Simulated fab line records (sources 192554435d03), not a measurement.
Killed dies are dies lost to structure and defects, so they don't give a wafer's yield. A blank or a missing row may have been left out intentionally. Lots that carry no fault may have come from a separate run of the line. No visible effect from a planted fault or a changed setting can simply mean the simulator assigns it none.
Comparing a struck lot with a sound one	flow n5 finfet	18 out of 1938 route steps
Sound: wafers L767.2, L767.3, L767.5. Struck: wafer L785.1 (left out: L785.6, a lot-mate that was not struck); the cause follows at the end.
Each step with rows lists, per side, the tool, then ch with its chambers, then its first start. Under that, the readings that differ: sound wafers	struck wafers	difference of the means	sigmas: that difference in standard deviations of wafers without a fault.
alike: readings with means less than 2 such deviations apart, plus words and numbers identical on both sides. not compared: withheld readings, readings lacking a value on some wafer, bounds such as >300 that could conceal the same value, and numbers that have no deviation in the record and whose values overlap.
The two part at a step that has a row with sigmas, a row that says differs or no value, or rows on one side only. When numbers do not overlap yet have no deviation, they are printed without sigmas and do not part them. A reading missing from all wafers of one side parts the sides only when that side holds two or more wafers.

first, 7 steps without rows for these wafers: N5_SD_EPI_N_COAT_33 (time 60 s, resist thk 35 nm); N5_SD_EPI_N_COAT_03 (resist thk 150 nm); N5_SD_EPI_N_EBR_05; N5_SD_EPI_N_SOFTBAKE_04 (time 60 s); N5_SD_EPI_N_EXPOSE_06 (exposes mask SD N BLK, target cd 120 nm); N5_SD_EPI_N_PEB_07 (peb time 60 s); N5_SD_EPI_N_DEVELOP_08 (develop time 30 s).
N5_SD_EPI_N_CD_MEAS_09: the cd target is 120 nm.
  sound on cd sem-03 ch 0, day 3 22:52; struck on cd sem-01 ch 0, day 7 23:40
  alike: cd nm
N5_SD_EPI_N_OVL_MEAS_10:
  sound on overlay-02 ch 0, day 3 22:53; struck on overlay-01 ch 0, day 7 23:41
reading	sound	struck	difference	sigmas
SD_N_BLK_OVL (nm)	1.0 0.6 0.3	-1.0	-1.6	-2
N5_SD_EPI_N_INSPECT_11: inspects for defects (macro).
  sound on defect inspect-02 at day 3 22:55; struck on defect inspect-01 at day 7 23:43
  alike: raw defect count
N5_SD_EPI_N_DESCUM_14: chemistry O2, time 7.9 s.
  sound on rie diel-02 ch 0,2,3, day 3 23:14; struck on rie diel-04 ch 2, day 7 23:56
  alike: bias power w, drypump motor current A, oes product au, rf vpp V, showerhead plenum p Torr, temp c, throttle valve pct
  not compared: rf hours counter h
N5_SD_EPI_N_ETCH_34: etches SiARC in CF4, target depth 45.5 nm, time 75.8 s.
  sound on rie diel-02 ch 0,2,3, day 3 23:16; struck on rie diel-04 ch 2, day 7 23:58
reading	sound	struck	difference	sigmas
rf vpp V (V)	183.7 185.3 183.3	181.0	-3.1	-3
  alike: drypump motor current A, etch rf on time s, oes product au, showerhead plenum p Torr, throttle valve pct
  not compared: rf hours counter h
N5_SD_EPI_N_ETCH_35: etches SOC in N2/H2, overetch 108 nm, time 486 s.
  sound on rie diel-02 ch 0,2,3, day 3 23:20; struck on rie diel-04 ch 2, day 8 00:02
reading	sound	struck	difference	sigmas
rf vpp V (V)	241.6 242.7 239.7	237.7	-3.6	-3
model.SiARC_of_SD_EPI_N_COAT_33.thk nm (nm)	19 19.8 19.8	18.6	-0.9	
  alike: drypump motor current A, h2 flow sccm, n2 flow sccm, oes product au, showerhead plenum p Torr, temp c, throttle valve pct
  not compared: rf hours counter h
then, 1 step without rows for these wafers: N5_SD_EPI_N_STRIP_36 (strips in N2/H2).
N5_SD_EPI_N_ETCHBACK_44: etches SiNx in CH3F/O2, stops on SiO2, target depth 14.5 nm.
  sound on rie diel-02 ch 0,2,3, day 3 23:39; struck on rie diel-04 ch 2, day 8 00:21
  alike: drypump motor current A, oes product au, rf vpp V, showerhead plenum p Torr, throttle valve pct
  not compared: rf hours counter h
N5_SD_EPI_N_ETCH_45: etches SiOCN in CH3F/O2, target depth 6 nm.
  sound on rie diel-02 ch 0,2,3, day 3 23:45; struck on rie diel-04 ch 2, day 8 00:27
  alike: drypump motor current A, oes product au, rf vpp V, showerhead plenum p Torr, throttle valve pct
  not compared: rf hours counter h
N5_SD_EPI_N_ETCH_16: etches SiO2 in CHF3/O2, target depth 5 nm.
  sound on rie diel-02 ch 0,2,3, day 3 23:51; struck on rie diel-04 ch 2, day 8 00:33
  alike: drypump motor current A, oes product au, rf vpp V, showerhead plenum p Torr, throttle valve pct
  not compared: rf hours counter h, model.SiARC_of_SD_EPI_N_COAT_33.thk nm
then, 1 step without rows for these wafers: N5_SD_EPI_N_STRIP_47 (strips in CHF3/O2).

## WHERE THEY PART
Last at N5_SD_EPI_N_ETCH_35 as far as this record goes, first at N5_SD_EPI_N_OVL_MEAS_10. Later steps at which nothing parts them and some readings are alike: N5_SD_EPI_N_ETCHBACK_44, N5_SD_EPI_N_ETCH_45, N5_SD_EPI_N_ETCH_16.

WHY: the cause the simulator had injected
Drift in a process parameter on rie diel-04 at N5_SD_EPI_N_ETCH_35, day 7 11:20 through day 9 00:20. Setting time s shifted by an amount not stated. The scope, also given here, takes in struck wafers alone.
